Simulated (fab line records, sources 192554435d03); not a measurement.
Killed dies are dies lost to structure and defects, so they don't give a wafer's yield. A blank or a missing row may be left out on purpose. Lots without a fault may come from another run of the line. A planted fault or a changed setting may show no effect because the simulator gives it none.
Which tool did it? | flow n5_finfet | 24 lots, 72 wafers sampled, at 3 steps of a route of 1938

WHAT THE GAUGES READ, wafer by wafer
N5_SDB_OVL_MEAS_12.
lot  | measured    | on         | SDB_OVL (nm)
L074 | day 4 02:47 | overlay-02 | 0.6 -0.1 0.5
L075 | day 4 01:22 | overlay-01 | -1.0 -0.9 -1.2
L076 | day 4 07:39 | overlay-02 | 0.5 0.5 -0.6
L077 | day 4 17:52 | overlay-01 | -0.5 1.0 0.0
L078 | day 4 20:07 | overlay-02 | -0.4 -0.9 1.2
L079 | day 5 02:20 | overlay-02 | -2.2 -0.4 -0.8
L080 | day 5 06:59 | overlay-01 | 0.9 -0.7 -0.5
L081 | day 5 19:32 | overlay-02 | 0.2 -1.2 0.4
L082 | day 5 23:45 | overlay-02 | -1.3 -1.1 0.9
L083 | day 6 08:32 | overlay-01 | 1.1 1.3 0.4
L084 | day 6 12:28 | overlay-01 | 0.1 -0.5 -0.3
L087 | day 7 04:58 | overlay-01 | 0.5 0.5 1.3
L085 | day 7 07:35 | overlay-01 | 1.3 1.4 0.8
L086 | day 7 10:58 | overlay-01 | -1.4 -0.5 1.1
L088 | day 7 18:58 | overlay-01 | -1.1 -1.3 -1.2
L089 | day 7 22:32 | overlay-01 | -0.5 0.5 0.3
L091 | day 8 04:35 | overlay-01 | -0.7 -0.5 -0.6
L090 | day 8 04:47 | overlay-01 | 0.6 -0.4 0.1
L092 | day 8 10:24 | overlay-01 | -0.8 0.4 1.2
L093 | day 8 12:08 | overlay-02 | -0.2 0.2 0.6
L094 | day 8 20:11 | overlay-02 | 0.9 1.6 1.8
L095 | day 8 23:08 | overlay-02 | -0.3 0.4 0.8
L096 | day 9 05:51 | overlay-02 | 0.7 0.9 0.4
L097 | day 9 16:21 | overlay-02 | -0.6 0.6 0.8

N5_SDB_INSPECT_13: inspects for defects (brightfield).
lot  | measured    | on                | raw_defect_count
L074 | day 4 02:49 | defect_inspect-02 | 45 95 46
L075 | day 4 01:23 | defect_inspect-02 | 86 38 61
L076 | day 4 07:41 | defect_inspect-01 | 102 88 90
L077 | day 4 17:53 | defect_inspect-02 | 53 73 108
L078 | day 4 20:09 | defect_inspect-02 | 74 160 84
L079 | day 5 02:22 | defect_inspect-01 | 164 133 105
L080 | day 5 07:01 | defect_inspect-02 | 90 83 61
L081 | day 5 19:34 | defect_inspect-02 | 83 80 66
L082 | day 5 23:47 | defect_inspect-02 | 90 77 85
L083 | day 6 08:34 | defect_inspect-01 | 50 60 61
L084 | day 6 12:29 | defect_inspect-02 | 50 105 48
L087 | day 7 04:59 | defect_inspect-01 | 62 110 61
L085 | day 7 07:37 | defect_inspect-02 | 73 55 43
L086 | day 7 11:00 | defect_inspect-02 | 88 132 85
L088 | day 7 19:00 | defect_inspect-02 | 148 104 101
L089 | day 7 22:34 | defect_inspect-02 | 61 130 46
L091 | day 8 04:37 | defect_inspect-01 | 92 119 71
L090 | day 8 04:49 | defect_inspect-01 | 72 88 57
L092 | day 8 10:25 | defect_inspect-01 | 100 69 111
L093 | day 8 12:10 | defect_inspect-01 | 51 74 34
L094 | day 8 20:13 | defect_inspect-01 | 81 64 115
L095 | day 8 23:11 | defect_inspect-01 | 37 94 42
L096 | day 9 05:52 | defect_inspect-01 | 62 116 56
L097 | day 9 16:22 | defect_inspect-01 | 92 140 158

WHICH TOOL RAN EACH LOT (tool, then ch and the chambers of the sampled wafers, then the start)
lot  | N5_SD_EPI_N_ETCH_16
L074 | rie_diel-05 ch 0,1,3, day 3 06:46
L075 | rie_diel-03 ch 2,3, day 3 09:16
L076 | rie_diel-04 ch 0,2,3, day 3 14:41
L077 | rie_diel-04 ch 1,2, day 3 19:59
L078 | rie_diel-04 ch 1,2, day 4 02:29
L079 | rie_diel-03 ch 0,3, day 4 08:22
L080 | rie_diel-05 ch 1,2,3, day 4 12:40
L081 | rie_diel-05 ch 0,1, day 4 22:28
L082 | rie_diel-05 ch 0,1,2, day 5 06:25
L083 | rie_diel-05 ch 1,2,3, day 5 15:57
L084 | rie_diel-04 ch 1,2, day 5 19:46
L087 | rie_diel-03 ch 0,1, day 6 13:50
L085 | rie_diel-04 ch 0,2,3, day 6 15:02
L086 | rie_diel-05 ch 0,2, day 6 19:39
L088 | rie_diel-04 ch 0,2,3, day 7 02:01
L089 | rie_diel-03 ch 0,2,3, day 7 06:02
L091 | rie_diel-05 ch 2,3, day 7 10:33
L090 | rie_diel-03 ch 0,2,3, day 7 10:45
L092 | rie_diel-03 ch 0,2,3, day 7 18:04
L093 | rie_diel-04 ch 0,1,2, day 7 19:27
L094 | rie_diel-03 ch 1,3, day 8 01:49
L095 | rie_diel-03 ch 2,3, day 8 06:35
L096 | rie_diel-05 ch 0,1,3, day 8 12:22
L097 | rie_diel-04 ch 0,1, day 8 22:28
- N5_SD_EPI_N_ETCH_16: etches SiO2 in CHF3/O2, target depth 5 nm.

WHAT THE TOOLS THEMSELVES READ (means of the sampled wafers that have a number; where no wafer has one, the mark that the record gives instead)
N5_SD_EPI_N_ETCH_16.
lot  | tool        | drypump_motor_current_A (A) | mfc_ar_sccm (sccm) | oes_product_au (a.u.) | rf_vpp_V (V) | showerhead_plenum_p_Torr (Torr) | throttle_valve_pct (%)
L074 | rie_diel-05 | 5.7                         | 199.6              | 0.72                  | 510          | 2.40                            | 19.11
L075 | rie_diel-03 | 5.4                         | 199.7              | 0.72                  | 532          | 2.47                            | 19.06
L076 | rie_diel-04 | 5.5                         | 200.0              | 0.78                  | 529          | 2.43                            | 18.93
L077 | rie_diel-04 | 5.4                         | 200.3              | 0.88                  | 528          | 2.37                            | 19.10
L078 | rie_diel-04 | 5.4                         | 200.5              | 0.87                  | 527          | 2.37                            | 19.10
L079 | rie_diel-03 | 5.7                         | 199.9              | 0.68                  | 514          | 2.42                            | 19.12
L080 | rie_diel-05 | 5.5                         | 199.8              | 0.73                  | 511          | 2.44                            | 19.10
L081 | rie_diel-05 | 5.8                         | 200.3              | 0.71                  | 508          | 2.36                            | 19.02
L082 | rie_diel-05 | 5.5                         | 200.7              | 0.72                  | 510          | 2.40                            | 18.98
L083 | rie_diel-05 | 5.5                         | 199.5              | 0.72                  | 512          | 2.44                            | 19.10
L084 | rie_diel-04 | 5.4                         | 199.5              | 0.94                  | 523          | 2.36                            | 18.93
L087 | rie_diel-03 | 6.2                         | 200.6              | 0.78                  | 534          | 2.42                            | 18.92
L085 | rie_diel-04 | 5.5                         | 200.2              | 0.84                  | 528          | 2.42                            | 18.83
L086 | rie_diel-05 | 5.5                         | 199.6              | 0.75                  | 514          | 2.37                            | 18.83
L088 | rie_diel-04 | 5.5                         | 199.8              | 0.83                  | 529          | 2.42                            | 18.84
L089 | rie_diel-03 | 5.5                         | 200.0              | 0.77                  | 523          | 2.43                            | 18.99
L091 | rie_diel-05 | 5.6                         | 200.1              | 0.73                  | 517          | 2.40                            | 19.09
L090 | rie_diel-03 | 5.5                         | 200.2              | 0.76                  | 522          | 2.43                            | 18.99
L092 | rie_diel-03 | 5.5                         | 199.9              | 0.77                  | 522          | 2.43                            | 19.01
L093 | rie_diel-04 | 5.2                         | 200.4              | 0.88                  | 528          | 2.38                            | 18.91
L094 | rie_diel-03 | 5.7                         | 200.0              | 0.90                  | 536          | 2.46                            | 18.89
L095 | rie_diel-03 | 5.4                         | 200.2              | 0.77                  | 531          | 2.45                            | 18.99
L096 | rie_diel-05 | 5.7                         | 200.4              | 0.77                  | 510          | 2.39                            | 19.08
L097 | rie_diel-04 | 5.1                         | 199.2              | 0.85                  | 533          | 2.38                            | 18.99

THE ANSWER, worked out from the rows above alone
Rule: what is usual is taken from the lots themselves. Put in order of their means at a reading, lots are off if they are a third of the lots or fewer, leave a main group of 4 or more, and stand apart from it by a gap of 3 or more times the standard deviation of the main group's means; of several such gaps the widest counts. A main group whose means are all the same, to the digits that the tables above print for the reading, isn't used. A lot without any number at a reading at which 4 lots or more have one is off too. The other lots that the step has rows for count as sound. The gauges are gone through in route order, then the tools' own readings, and for those a lot's mean is taken as printed above. The first step at which some lot is off is used, and at that step the reading that is off furthest; a lot without a number counts as furthest.
No lot is off at any reading shown: from this, nothing can be told.

WHAT THE SIMULATOR HAD PUT IN
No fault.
